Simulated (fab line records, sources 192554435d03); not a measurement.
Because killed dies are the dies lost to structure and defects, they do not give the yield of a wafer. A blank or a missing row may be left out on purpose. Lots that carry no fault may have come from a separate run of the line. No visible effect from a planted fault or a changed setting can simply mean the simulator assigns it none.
What tool caused it? | flow n5 finfet | 72 wafers from 24 lots sampled at 6 of the route's 1938 steps

== WHAT THE GAUGES READ, wafer by wafer ==
N5_BEOL_M7_CD_MEAS_18: pitch 80 nm, target cd 40 nm.
lot  | measured     | on        | cd nm (nm)
L075 | day 8 12:56  | cd sem-01 | 39.8 40.1 40.2
L076 | day 8 15:53  | cd sem-01 | 39.3 40.5 40.4
L074 | day 8 16:26  | cd sem-03 | 41.4 41.0 42.2
L077 | day 9 05:05  | cd sem-03 | 39.7 40.2 40.8
L078 | day 9 10:58  | cd sem-03 | 39.6 39.3 39.9
L079 | day 9 13:54  | cd sem-02 | 37.6 39.1 39.8
L082 | day 12 02:14 | cd sem-01 | 40.2 39.2 39.8
L080 | day 12 05:49 | cd sem-03 | 40.3 40.4 39.1
L085 | day 12 11:16 | cd sem-01 | 41.0 41.2 41.7
L083 | day 12 15:59 | cd sem-02 | 40.5 40.6 39.8
L086 | day 12 19:50 | cd sem-01 | 41.3 40.7 41.3
L084 | day 12 20:06 | cd sem-02 | 41.4 41.0 41.7
L087 | day 12 21:47 | cd sem-02 | 38.0 38.2 38.6
L088 | day 12 21:58 | cd sem-03 | 41.1 41.6 40.7
L090 | day 13 03:40 | cd sem-02 | 42.2 40.1 41.2
L089 | day 13 03:43 | cd sem-03 | 40.1 39.9 39.6
L091 | day 13 12:31 | cd sem-01 | 41.1 40.1 39.6
L092 | day 13 12:46 | cd sem-01 | 39.8 39.6 39.7
L093 | day 14 01:00 | cd sem-01 | 39.9 39.0 40.3
L094 | day 14 07:27 | cd sem-03 | 39.2 39.2 40.9
L095 | day 14 11:17 | cd sem-02 | 42.0 41.2 40.9
L096 | day 14 22:45 | cd sem-02 | 40.0 39.8 40.4
L081 | day 15 03:01 | cd sem-01 | 40.2 40.8 40.6
L097 | day 15 08:04 | cd sem-02 | 40.8 39.1 40.1

N5_BEOL_M7_OVL_MEAS_29.
lot  | measured     | on         | V6_OVL (nm)
L075 | day 8 13:16  | overlay-01 | 0.7 0.0 1.1
L076 | day 8 16:22  | overlay-01 | 0.0 -0.7 0.2
L074 | day 8 17:54  | overlay-01 | -0.9 0.6 -0.3
L077 | day 9 05:26  | overlay-01 | -0.9 -0.4 -0.3
L078 | day 9 11:26  | overlay-01 | -1.7 -0.8 -1.0
L079 | day 9 14:15  | overlay-02 | -0.2 0.6 0.8
L082 | day 12 08:55 | overlay-02 | 0.2 0.3 0.3
L080 | day 12 11:30 | overlay-01 | -0.7 -1.3 -0.2
L085 | day 12 12:01 | overlay-01 | 0.4 1.4 0.4
L083 | day 12 18:09 | overlay-01 | -0.2 0.0 -0.9
L086 | day 12 20:14 | overlay-02 | -1.2 0.2 0.9
L084 | day 12 20:29 | overlay-02 | 0.8 -0.1 -0.1
L087 | day 13 01:00 | overlay-01 | -0.6 -0.7 -0.9
L088 | day 13 01:10 | overlay-01 | 1.0 0.2 1.1
L090 | day 13 05:01 | overlay-02 | 0.0 0.2 0.0
L089 | day 13 05:13 | overlay-01 | 0.9 1.2 0.7
L091 | day 13 13:46 | overlay-02 | 0.1 -0.4 0.3
L092 | day 13 13:57 | overlay-02 | 0.3 0.7 -0.4
L093 | day 14 01:29 | overlay-02 | 0.2 -0.5 0.4
L094 | day 14 08:20 | overlay-01 | -1.2 -0.7 -1.1
L095 | day 14 12:37 | overlay-01 | 0.3 0.7 -0.1
L096 | day 15 01:19 | overlay-02 | 0.5 0.3 1.1
L081 | day 15 05:59 | overlay-02 | 0.8 0.5 1.3
L097 | day 15 10:09 | overlay-02 | -0.5 -0.5 -0.4

N5_BEOL_M7_CD_MEAS_35 targets a cd of 40 nm.
lot  | measured     | on        | cd nm (nm)
L075 | day 8 13:56  | cd sem-02 | 40.1 40.5 40.0
L076 | day 8 17:02  | cd sem-03 | 39.8 40.2 40.1
L074 | day 8 18:57  | cd sem-03 | 41.7 41.1 42.0
L077 | day 9 06:22  | cd sem-03 | 39.4 39.9 40.2
L078 | day 9 12:07  | cd sem-02 | 39.9 39.1 39.8
L079 | day 9 14:55  | cd sem-02 | 38.2 39.1 40.0
L082 | day 12 09:35 | cd sem-03 | 40.4 39.3 39.6
L080 | day 12 12:11 | cd sem-03 | 39.9 40.5 38.8
L085 | day 12 12:40 | cd sem-02 | 40.9 41.3 41.6
L083 | day 12 18:49 | cd sem-01 | 40.7 40.2 39.4
L086 | day 12 20:55 | cd sem-03 | 41.0 40.7 41.2
L084 | day 12 21:31 | cd sem-01 | 41.5 41.6 41.7
L087 | day 13 01:40 | cd sem-02 | 38.0 37.9 38.9
L088 | day 13 01:50 | cd sem-03 | 40.9 41.6 40.7
L090 | day 13 05:43 | cd sem-01 | 42.2 40.0 41.5
L089 | day 13 06:10 | cd sem-02 | 40.3 40.3 39.9
L091 | day 13 14:26 | cd sem-02 | 41.1 39.5 39.3
L092 | day 13 14:37 | cd sem-02 | 39.8 39.3 39.5
L093 | day 14 02:25 | cd sem-01 | 40.3 39.6 39.9
L094 | day 14 09:02 | cd sem-02 | 39.1 39.0 40.3
L095 | day 14 13:17 | cd sem-01 | 41.7 41.1 41.2
L096 | day 15 01:59 | cd sem-01 | 40.1 39.2 40.5
L081 | day 15 06:44 | cd sem-01 | 40.5 40.8 41.1
L097 | day 15 11:42 | cd sem-02 | 40.1 39.1 39.6

N5_BEOL_M7_RS_MEAS_57: a four-point-probe measurement.
lot  | measured     | on            | M7_RS (ohm/sq)
L075 | day 8 15:49  | film metro-02 | 0.278 0.284 0.278
L076 | day 8 19:06  | film metro-02 | 0.291 0.291 0.292
L074 | day 8 21:05  | film metro-01 | 0.282 0.281 0.280
L077 | day 9 08:21  | film metro-01 | 0.271 0.275 0.277
L078 | day 9 14:49  | film metro-01 | 0.309 0.286 0.292
L079 | day 9 16:49  | film metro-02 | 0.286 0.289 0.293
L082 | day 12 12:01 | film metro-01 | 0.292 0.293 0.278
L080 | day 12 15:35 | film metro-02 | 0.294 0.291 0.283
L085 | day 12 16:26 | film metro-02 | 0.292 0.285 0.287
L083 | day 12 21:19 | film metro-01 | 0.275 0.274 0.272
L086 | day 12 23:18 | film metro-01 | 0.303 0.295 0.320
L084 | day 13 00:59 | film metro-02 | 0.305 0.300 0.296
L087 | day 13 04:37 | film metro-01 | 0.296 0.284 0.294
L088 | day 13 04:53 | film metro-01 | 0.285 0.277 0.283
L090 | day 13 08:44 | film metro-02 | 0.285 0.267 0.273
L089 | day 13 09:34 | film metro-02 | 0.280 0.277 0.283
L091 | day 13 16:51 | film metro-02 | 0.272 0.291 0.277
L092 | day 13 18:52 | film metro-02 | 0.287 0.290 0.289
L093 | day 14 05:20 | film metro-01 | 0.277 0.285 0.274
L094 | day 14 11:23 | film metro-02 | 0.276 0.265 0.288
L095 | day 14 17:25 | film metro-01 | 0.281 0.280 0.285
L096 | day 15 04:23 | film metro-01 | 0.284 0.276 0.284
L081 | day 15 10:43 | film metro-01 | 0.285 0.299 0.268
L097 | day 15 15:34 | film metro-01 | 0.276 0.279 0.272

N5_BEOL_M8_INSPECT_13: inspects for defects (brightfield).
lot  | measured     | on                | raw defect count
L075 | day 8 17:23  | defect inspect-02 | 370 331 381
L076 | day 8 20:31  | defect inspect-01 | 390 423 498
L074 | day 8 22:59  | defect inspect-01 | 370 286 353
L077 | day 9 09:34  | defect inspect-01 | 343 332 351
L078 | day 9 15:59  | defect inspect-01 | 281 275 400
L079 | day 9 18:48  | defect inspect-01 | 449 366 373
L082 | day 12 15:40 | defect inspect-02 | 414 446 374
L080 | day 12 16:45 | defect inspect-01 | 408 365 416
L085 | day 12 19:08 | defect inspect-01 | 332 273 343
L083 | day 13 00:07 | defect inspect-01 | 376 299 335
L086 | day 13 02:15 | defect inspect-01 | 368 382 511
L084 | day 13 02:32 | defect inspect-02 | 356 306 418
L087 | day 13 06:15 | defect inspect-02 | 460 531 477
L088 | day 13 06:25 | defect inspect-01 | 373 310 317
L090 | day 13 11:52 | defect inspect-02 | 298 359 353
L089 | day 13 12:16 | defect inspect-01 | 400 493 326
L091 | day 13 18:40 | defect inspect-02 | 414 551 450
L092 | day 13 23:14 | defect inspect-01 | 385 456 323
L093 | day 14 07:20 | defect inspect-01 | 251 331 334
L094 | day 14 13:32 | defect inspect-01 | 544 371 470
L095 | day 14 19:09 | defect inspect-01 | 444 473 587
L096 | day 15 07:31 | defect inspect-01 | 509 696 519
L081 | day 15 13:35 | defect inspect-02 | 402 298 485
L097 | day 15 19:35 | defect inspect-01 | 375 539 310

== TOOL THAT RAN EACH LOT (tool first, then ch and the chambers of the sampled wafers, then the start) ==
lot  | N5_BEOL_M7_DEP_56
L075 | pecvd-04 ch 0,2, day 8 15:45
L076 | pecvd-03 ch 0,1,2, day 8 19:02
L074 | pecvd-03 ch 0,1,2, day 8 21:01
L077 | pecvd-04 ch 0,1,2, day 9 08:17
L078 | pecvd-03 ch 1,2, day 9 14:45
L079 | pecvd-02 ch 0,1, day 9 16:44
L082 | pecvd-03 ch 0,1,2, day 12 11:56
L080 | pecvd-02 ch 1,2, day 12 15:31
L085 | pecvd-03 ch 0,1,2, day 12 16:22
L083 | pecvd-02 ch 0,1, day 12 21:14
L086 | pecvd-02 ch 0,1, day 12 23:14
L084 | pecvd-02 ch 0,1,2, day 13 00:55
L087 | pecvd-04 ch 0,1,2, day 13 04:33
L088 | pecvd-04 ch 0,1,2, day 13 04:49
L090 | pecvd-02 ch 1,2, day 13 08:40
L089 | pecvd-04 ch 0,1,2, day 13 09:30
L091 | pecvd-04 ch 0,1, day 13 16:47
L092 | pecvd-02 ch 0,1, day 13 18:47
L093 | pecvd-02 ch 0,1,2, day 14 05:16
L094 | pecvd-04 ch 1,2, day 14 11:19
L095 | pecvd-03 ch 0,2, day 14 17:19
L096 | pecvd-03 ch 2, day 15 04:17
L081 | pecvd-02 ch 0,1, day 15 10:39
L097 | pecvd-04 ch 0,2, day 15 15:29
- N5_BEOL_M7_DEP_56: deposits SiCN from 3MS/NH3, target thk 10 nm, time 17.5 s.

== WHAT THE TOOLS THEMSELVES READ (means of the sampled wafers that have a number; where no wafer has one, the mark that the record gives instead) ==
N5_BEOL_M7_DEP_56.
lot  | tool     | rf fwd power W (W) | showerhead plenum p Torr (Torr) | throttle valve pct (%)
L075 | pecvd-04 | 199.0              | 3.669                           | 8.6
L076 | pecvd-03 | 199.3              | 3.652                           | 8.8
L074 | pecvd-03 | 199.8              | 3.647                           | 8.7
L077 | pecvd-04 | 200.1              | 3.677                           | 9.0
L078 | pecvd-03 | 199.4              | 3.659                           | 8.7
L079 | pecvd-02 | 198.8              | 3.667                           | 9.4
L082 | pecvd-03 | 199.5              | 3.652                           | 8.7
L080 | pecvd-02 | 199.6              | 3.676                           | 8.7
L085 | pecvd-03 | 199.4              | 3.654                           | 8.7
L083 | pecvd-02 | 198.7              | 3.660                           | 9.2
L086 | pecvd-02 | 198.8              | 3.664                           | 9.3
L084 | pecvd-02 | 199.4              | 3.673                           | 9.0
L087 | pecvd-04 | 199.2              | 3.670                           | 9.1
L088 | pecvd-04 | 199.6              | 3.669                           | 9.0
L090 | pecvd-02 | 199.8              | 3.680                           | 9.0
L089 | pecvd-04 | 199.0              | 3.671                           | 9.2
L091 | pecvd-04 | 199.3              | 3.672                           | 9.0
L092 | pecvd-02 | 198.4              | 3.670                           | 9.2
L093 | pecvd-02 | 198.9              | 3.668                           | 9.0
L094 | pecvd-04 | 199.4              | 3.674                           | 9.4
L095 | pecvd-03 | 199.3              | 3.671                           | 8.7
L096 | pecvd-03 | 199.8              | 3.673                           | 8.3
L081 | pecvd-02 | 199.9              | 3.666                           | 9.3
L097 | pecvd-04 | 199.2              | 3.673                           | 8.9

== THE ANSWER, worked out from the rows above alone ==
Rule: usual is defined by the lots themselves. The widest of any qualifying gaps counts: lots, ordered by their means at a reading, are off when they make up no more than a third of the lots, leave a main group of 4 or more, and stand apart from it by 3 or more times the standard deviation of that group's means. A main group whose means are all the same, to the digits that the tables above print for the reading, isn't used. A lot without any number at a reading at which 4 lots or more have one is off too. Any other lot the step has rows for is counted as sound. First the gauges in route order, then the tools' own readings, where a lot's mean is used as printed above. The first step at which some lot is off is used, and at that step the reading that is off furthest; a lot without a number counts as furthest.
Nothing can be told from this: no lot is off at any reading shown.

== WHAT HAD BEEN PUT IN BY THE SIMULATOR ==
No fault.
